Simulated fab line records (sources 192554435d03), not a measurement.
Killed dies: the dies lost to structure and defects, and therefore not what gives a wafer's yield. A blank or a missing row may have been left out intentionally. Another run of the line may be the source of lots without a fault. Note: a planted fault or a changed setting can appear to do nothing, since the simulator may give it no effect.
The tool behind it: which one? + flow n5 finfet + 9 lots with 27 wafers sampled at 5 steps, on a route of 1938 steps

## WHAT EACH GAUGE READ, for each wafer
N5_MOL_CONTACT_COAG_CD_MEAS_84 targets a cd of 25.1 nm. Usual: 25.06 nm for cd nm, sd 0.23.
| lot  | measured     | on        | cd nm (nm)        | flag |
|------|--------------|-----------|-------------------|------|
| L755 | day 5 04:56  | cd sem-03 | 24.88 25.12 25.06 |      |
| L758 | day 5 18:58  | cd sem-02 | 25.15 24.99 25.14 |      |
| L765 | day 7 08:50  | cd sem-03 | 25.22 25.22 24.84 |      |
| L767 | day 8 00:51  | cd sem-02 | 25.05 25.18 25.27 |      |
| L768 | day 8 05:32  | cd sem-03 | 24.74 25.31 25.23 |      |
| L769 | day 8 13:00  | cd sem-02 | 24.83 24.94 25.04 |      |
| L773 | day 10 04:55 | cd sem-02 | 25.48 24.83 24.77 |      |
| L775 | day 10 07:23 | cd sem-02 | 24.94 24.92 25.51 |      |
| L776 | day 10 11:12 | cd sem-03 | 25.24 25.06 25.43 |      |

N5_BEOL_M4_RC_MEAS_101. Usual: DIBL_N 36.2 mV/V, standard deviation 1.6; DIBL_P 36.5 mV/V, standard deviation 1.9; IOFF_N 0.158 nA/um, standard deviation 0.027; IOFF_P 0.21 nA/um, standard deviation 0.038; ION_N 675 uA/um, standard deviation 12; ION_P 464 uA/um, standard deviation 8.9; SS_N 71.5 mV/dec, standard deviation 0.61; SS_P 73.4 mV/dec, standard deviation 0.59; VT_N 250.4 mV, standard deviation 3; VT_P -250 mV, standard deviation 3.6.
| lot  | measured     | on        | DIBL_N (mV/V)  | DIBL_P (mV/V)  | IOFF_N (nA/um)    | IOFF_P (nA/um) | ION_N (uA/um) | ION_P (uA/um) | SS_N (mV/dec)  | SS_P (mV/dec)  | VT_N (mV)         | VT_P (mV)      | flag |
|------|--------------|-----------|----------------|----------------|-------------------|----------------|---------------|---------------|----------------|----------------|-------------------|----------------|------|
| L755 | day 7 23:20  | prober-02 | 34.3 36.1 36.9 | 35.5 38.0 38.7 | 0.138 0.161 0.184 | 0.19 0.24 0.25 | 668 682 688   | 457 466 465   | 70.9 71.5 72.0 | 72.3 72.9 73.2 | 252.3 252.3 249.9 | -251 -251 -246 |      |
| L758 | day 8 17:38  | prober-01 | 36.9 38.4 36.7 | 36.6 37.3 35.5 | 0.154 0.171 0.148 | 0.22 0.22 0.20 | 666 669 670   | 461 461 458   | 72.4 71.9 71.7 | 73.5 74.1 72.9 | 254.4 251.4 253.9 | -251 -252 -252 |      |
| L765 | day 10 01:27 | prober-01 | 35.0 35.1 34.2 | 35.7 35.6 33.3 | 0.139 0.144 0.128 | 0.19 0.20 0.17 | 672 683 671   | 468 468 462   | 71.4 71.3 70.5 | 73.3 72.9 73.1 | 252.1 252.2 254.2 | -252 -251 -252 |      |
| L767 | day 11 11:46 | prober-02 | 34.4 37.1 36.1 | 33.6 37.9 35.3 | 0.128 0.175 0.154 | 0.15 0.22 0.17 | 658 672 674   | 446 456 456   | 70.3 71.5 71.2 | 72.3 74.1 72.9 | 251.3 248.8 248.4 | -258 -250 -251 |      |
| L768 | day 11 09:55 | prober-02 | 36.5 35.6 36.6 | 35.8 35.8 36.3 | 0.149 0.133 0.158 | 0.23 0.24 0.24 | 669 668 687   | 466 473 477   | 72.0 71.4 71.9 | 73.0 73.2 73.9 | 250.0 252.2 248.9 | -248 -245 -247 |      |
| L769 | day 11 15:15 | prober-01 | 36.2 39.3 38.4 | 37.1 40.7 39.7 | 0.157 0.232 0.198 | 0.25 0.31 0.31 | 685 699 686   | 473 480 474   | 70.6 72.4 71.0 | 73.1 74.5 74.5 | 247.2 243.7 244.2 | -246 -241 -240 |      |
| L773 | day 12 17:14 | prober-01 | 35.9 37.0 38.6 | 35.2 37.2 40.1 | 0.144 0.162 0.212 | 0.20 0.23 0.30 | 699 691 705   | 475 467 488   | 71.7 71.6 72.1 | 73.5 74.1 74.0 | 248.9 248.4 245.7 | -250 -251 -242 |      |
| L775 | day 13 19:52 | prober-02 | 38.4 37.6 37.1 | 36.8 36.5 35.7 | 0.179 0.163 0.161 | 0.26 0.25 0.22 | 673 666 658   | 468 467 457   | 72.1 72.0 72.8 | 73.3 74.1 73.2 | 249.6 249.4 253.0 | -247 -247 -247 |      |
| L776 | day 13 14:35 | prober-02 | 35.7 36.8 35.6 | 35.7 38.1 36.5 | 0.158 0.175 0.165 | 0.18 0.23 0.20 | 677 666 677   | 459 457 468   | 71.2 71.6 71.4 | 72.7 73.8 72.8 | 248.8 247.5 248.2 | -254 -250 -251 |      |

## EACH LOT AND THE TOOL THAT RAN IT (in order: tool; ch and the chambers of the sampled wafers; start)
| lot  | N5_MOL_CONTACT_COAG_ETCH_91        | N5_MOL_CONTACT_COAG_ETCHBACK_135   | N5_MOL_CONTACT_COAG_STRIP_96       |
|------|------------------------------------|------------------------------------|------------------------------------|
| L755 | rie diel-02 ch 0,1,3, day 5 05:58  | rie diel-02 ch 0,1,3, day 5 06:03  | rie diel-02 ch 0,1,3, day 5 06:09  |
| L758 | rie diel-04 ch 0,3, day 5 19:37    | rie diel-04 ch 0,3, day 5 19:43    | rie diel-04 ch 0,3, day 5 19:48    |
| L765 | rie diel-02 ch 0,2,3, day 7 09:23  | rie diel-02 ch 0,2,3, day 7 09:28  | rie diel-02 ch 0,2,3, day 7 09:34  |
| L767 | rie diel-02 ch 0,2,3, day 8 02:01  | rie diel-02 ch 0,2,3, day 8 02:07  | rie diel-02 ch 0,2,3, day 8 02:13  |
| L768 | rie diel-04 ch 2,3, day 8 06:03    | rie diel-04 ch 2,3, day 8 06:08    | rie diel-04 ch 2,3, day 8 06:14    |
| L769 | rie diel-05 ch 0,1,2, day 8 13:48  | rie diel-05 ch 0,1,2, day 8 13:53  | rie diel-05 ch 0,1,2, day 8 13:59  |
| L773 | rie diel-04 ch 0,1,3, day 10 05:33 | rie diel-04 ch 0,1,3, day 10 05:38 | rie diel-04 ch 0,1,3, day 10 05:44 |
| L775 | rie diel-02 ch 1,2,3, day 10 07:51 | rie diel-02 ch 1,2,3, day 10 07:56 | rie diel-02 ch 1,2,3, day 10 08:02 |
| L776 | rie diel-02 ch 1,3, day 10 11:55   | rie diel-02 ch 1,3, day 10 12:00   | rie diel-02 ch 1,3, day 10 12:06   |
- N5_MOL_CONTACT_COAG_ETCH_91: etches SOC in N2/H2, target depth 60 nm, overetch 21 nm, time 101.2 s.
- N5_MOL_CONTACT_COAG_ETCHBACK_135: etches SiO2 in CHF3, target depth 25 nm, time 16.7 s.
- N5_MOL_CONTACT_COAG_STRIP_96: strips in N2/H2.

## WHAT THE TOOLS THEMSELVES READ (means of the sampled wafers that have a number; where no wafer has one, the mark that the record gives instead)
N5_MOL_CONTACT_COAG_ETCH_91. Usual: for chamber pressure mTorr, 29.999 mTorr with a standard deviation of 0.027; for drypump motor current A, 5.8 A with a standard deviation of 0.43; for oes product au, 0.68 a.u. with a standard deviation of 0.068; for rf fwd power W, 835.5 W with a standard deviation of 2.9; for rf vpp V, 524.6 V with a standard deviation of 2.6; for showerhead plenum p Torr, 2.57 Torr with a standard deviation of 0.091; for throttle valve pct, 17.71 % with a standard deviation of 0.23.
| lot  | tool        | chamber pressure mTorr (mTorr) | drypump motor current A (A) | oes product au (a.u.) | rf fwd power W (W) | rf vpp V (V) | showerhead plenum p Torr (Torr) | throttle valve pct (%) | flag |
|------|-------------|--------------------------------|-----------------------------|-----------------------|--------------------|--------------|---------------------------------|------------------------|------|
| L755 | rie diel-02 | 30.004                         | 5.6                         | 0.66                  | 833.7              | 523.8        | 2.55                            | 17.76                  |      |
| L758 | rie diel-04 | 29.985                         | 6.1                         | 0.60                  | 836.1              | 525.5        | 2.58                            | 17.71                  |      |
| L765 | rie diel-02 | 29.981                         | 5.9                         | 0.70                  | 834.0              | 524.9        | 2.56                            | 17.56                  |      |
| L767 | rie diel-02 | 29.997                         | 5.9                         | 0.69                  | 835.2              | 524.1        | 2.56                            | 17.57                  |      |
| L768 | rie diel-04 | 30.001                         | 6.0                         | 0.59                  | 838.3              | 523.9        | 2.54                            | 17.90                  |      |
| L769 | rie diel-05 | 29.982                         | 6.0                         | 0.68                  | 833.1              | 522.7        | 2.53                            | 17.96                  |      |
| L773 | rie diel-04 | 29.998                         | 5.7                         | 0.69                  | 834.7              | 524.8        | 2.56                            | 17.56                  |      |
| L775 | rie diel-02 | 30.022                         | 5.7                         | 0.70                  | 836.1              | 525.6        | 2.61                            | 17.59                  |      |
| L776 | rie diel-02 | 30.004                         | 5.5                         | 0.72                  | 834.8              | 525.4        | 2.59                            | 17.58                  |      |

N5_MOL_CONTACT_COAG_ETCHBACK_135. Usual: CHF3_flow_sccm 50.00 sccm, standard deviation 0.15; bias w 170.0 W, standard deviation 0.51; chamber pressure mTorr 30.003 mTorr, standard deviation 0.027; drypump motor current A 5.7 A, standard deviation 0.43; oes product au 0.82 a.u., standard deviation 0.085; rf fwd power W 600 W, standard deviation 3.1; rf vpp V 527 V, standard deviation 11; showerhead plenum p Torr 2.40 Torr, standard deviation 0.078; throttle valve pct 18.58 %, standard deviation 0.2.
| lot  | tool        | CHF3_flow_sccm (sccm) | bias w (W) | chamber pressure mTorr (mTorr) | drypump motor current A (A) | oes product au (a.u.) | rf fwd power W (W) | rf vpp V (V) | showerhead plenum p Torr (Torr) | throttle valve pct (%) | flag |
|------|-------------|-----------------------|------------|--------------------------------|-----------------------------|-----------------------|--------------------|--------------|---------------------------------|------------------------|------|
| L755 | rie diel-02 | 49.95                 | 169.8      | 29.990                         | 5.6                         | 0.79                  | 599                | 536          | 2.38                            | 18.60                  |      |
| L758 | rie diel-04 | 49.84                 | 170.2      | 30.009                         | 6.1                         | 0.71                  | 600                | 532          | 2.41                            | 18.60                  |      |
| L765 | rie diel-02 | 50.01                 | 170.0      | 30.026                         | 5.9                         | 0.83                  | 599                | 531          | 2.40                            | 18.46                  |      |
| L767 | rie diel-02 | 49.95                 | 169.9      | 30.029                         | 5.9                         | 0.81                  | 599                | 530          | 2.40                            | 18.47                  |      |
| L768 | rie diel-04 | 49.94                 | 169.8      | 29.987                         | 6.0                         | 0.70                  | 598                | 526          | 2.37                            | 18.82                  |      |
| L769 | rie diel-05 | 49.98                 | 170.5      | 30.008                         | 6.0                         | 0.82                  | 601                | 519          | 2.36                            | 18.76                  |      |
| L773 | rie diel-04 | -                     | -          | -                              | -                           | -                     | -                  | -            | -                               | -                      | OFF  |
| L775 | rie diel-02 | -                     | -          | -                              | -                           | -                     | -                  | -            | -                               | -                      | OFF  |
| L776 | rie diel-02 | -                     | -          | -                              | -                           | -                     | -                  | -            | -                               | -                      | OFF  |

N5_MOL_CONTACT_COAG_STRIP_96. Usual: chamber pressure mTorr 50.00 mTorr, standard deviation 0.066; drypump motor current A 5.8 A, standard deviation 0.42; oes product au 0.82 a.u., standard deviation 0.085; rf vpp V 122.0 V, standard deviation 1.2; showerhead plenum p Torr 3.39 Torr, standard deviation 0.12; throttle valve pct 18.80 %, standard deviation 0.29.
| lot  | tool        | chamber pressure mTorr (mTorr) | drypump motor current A (A) | oes product au (a.u.) | rf vpp V (V) | showerhead plenum p Torr (Torr) | throttle valve pct (%) | flag |
|------|-------------|--------------------------------|-----------------------------|-----------------------|--------------|---------------------------------|------------------------|------|
| L755 | rie diel-02 | 49.97                          | 5.6                         | 0.78                  | 120.4        | 3.36                            | 18.88                  |      |
| L758 | rie diel-04 | 50.02                          | 6.1                         | 0.72                  | 123.4        | 3.41                            | 18.72                  |      |
| L765 | rie diel-02 | 50.00                          | 5.9                         | 0.83                  | 123.5        | 3.38                            | 18.68                  |      |
| L767 | rie diel-02 | 50.05                          | 5.9                         | 0.82                  | 120.5        | 3.38                            | 18.70                  |      |
| L768 | rie diel-04 | 49.98                          | 6.0                         | 0.70                  | 122.4        | 3.35                            | 18.84                  |      |
| L769 | rie diel-05 | 49.95                          | 6.0                         | 0.82                  | 121.8        | 3.35                            | 19.13                  |      |
| L773 | rie diel-04 | 50.02                          | 5.7                         | 0.83                  | 122.2        | 3.38                            | 18.52                  |      |
| L775 | rie diel-02 | 50.06                          | 5.7                         | 0.85                  | 122.1        | 3.45                            | 18.68                  |      |
| L776 | rie diel-02 | 50.02                          | 5.5                         | 0.87                  | 123.3        | 3.42                            | 18.77                  |      |

## THE ANSWER, worked out from the rows above alone
Rule: a lot is off if the mean of its wafers that have a number lies more than 3 standard deviations from the usual mean. Also off: a lot with no number at a reading for which 4 or more lots have one. Where the step has rows for the other lots, those lots are counted as sound. The gauges are gone through in route order, then the tools' own readings, and for those a lot's mean is taken as printed above. The first step at which some lot is off is used, and at that step the reading that is off furthest; a lot without a number counts as furthest.
Off: L773, L775, L776, at N5_MOL_CONTACT_COAG_ETCHBACK_135 (CHF3_flow_sccm). Without a number there: L773, L775, L776.
A tool fits if, at that step or a process step before it, it ran every lot that is off, and no sound lot after the first of them. None of those tried fits.

## WHAT THE SIMULATOR PUT IN
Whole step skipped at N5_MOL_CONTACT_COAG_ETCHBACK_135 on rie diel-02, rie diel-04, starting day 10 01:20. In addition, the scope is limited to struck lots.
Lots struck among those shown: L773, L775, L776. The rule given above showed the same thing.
